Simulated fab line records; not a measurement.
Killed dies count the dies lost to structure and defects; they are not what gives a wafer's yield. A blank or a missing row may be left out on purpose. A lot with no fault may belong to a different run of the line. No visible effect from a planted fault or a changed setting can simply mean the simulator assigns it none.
Code-filled problem report in 8D (eight disciplines) form | flow n5-finfet | the parts of the form that need people (team, actions taken, sign-off) are left out

## 1. PROBLEM STATEMENT
spin-speed-rpm at N5_BEOL_M5_COAT_59 reads a mean of 1698.3 rpm on 9 wafers of 3 lots; wafers without a fault read 1500.1 rpm with a standard deviation of 1.1. That is +99 or more standard deviations from the usual mean.
The step: time 60 s, resist thk 60 nm.
First seen on wafer L564.1, day 10 17:19, on litho-track-04. At this step, 15 wafers from 5 lots have a number in the record. Rule for "out" (also "out of limits"): further than 4 standard deviations from the usual mean. Any other wafer with a number is counted as sound.

## 2. WHAT THIS IS AND IS NOT
question                    | is                     | is not
which readings at this step | spin-speed-rpm         | -
which lots                  | L562, L563, L564       | L572, L577
which wafers of those lots  | all that have a number | -
read on which tools         | litho-track-04         | litho-track-01
when                        | from day 10 17:19      | up to then (0 sound wafers); but 6 sound wafers of L572, L577 came after

## 3. WHAT RULES OUT EACH SUSPECT
Counting: any tool at a process step up to the reading is kept as a suspect provided that every lot that is out went through it and no sound lot did after the first of them.
- litho-track-04 at N5_BEOL_M5_COAT_59 (time 60 s, resist thk 60 nm): ruled out as a lasting fault. The sound lots L572 went through it after L564, its earliest lot that is out (day 10 17:19).
Left after counting: nothing in the record.

## 4. THE CAUSE (what the simulator had put in)
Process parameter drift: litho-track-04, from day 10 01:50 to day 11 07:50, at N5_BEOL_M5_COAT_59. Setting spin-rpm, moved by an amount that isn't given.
Counting ruled it out, wrongly.

## 5. THE CHAIN OF EFFECTS, in route order
Each row: a reading where the mean over the struck wafers with a number is more than 3 standard deviations away from the usual. Only readings for which the record gives a usual standard deviation are gone through. hours: the time from each lot's start at the first step in this table that gives one to its start at this step, as a median over the lots. sigmas: the change in usual standard deviations.
hours | step               | reading        | usual      | on struck wafers | change | sigmas
0     | N5_BEOL_M5_COAT_59 | spin-speed-rpm | 1500.1 rpm | 1698.3           | +198.2 | +99 or more
Here are the process steps it includes:
- N5_BEOL_M5_COAT_59: time 60 s, resist thk 60 nm.

## 6. HOW IT WOULD HAVE BEEN CAUGHT EARLIER
In this record no reading fell out of limits until day 10 17:19, 15 hours after the fault had begun at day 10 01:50.
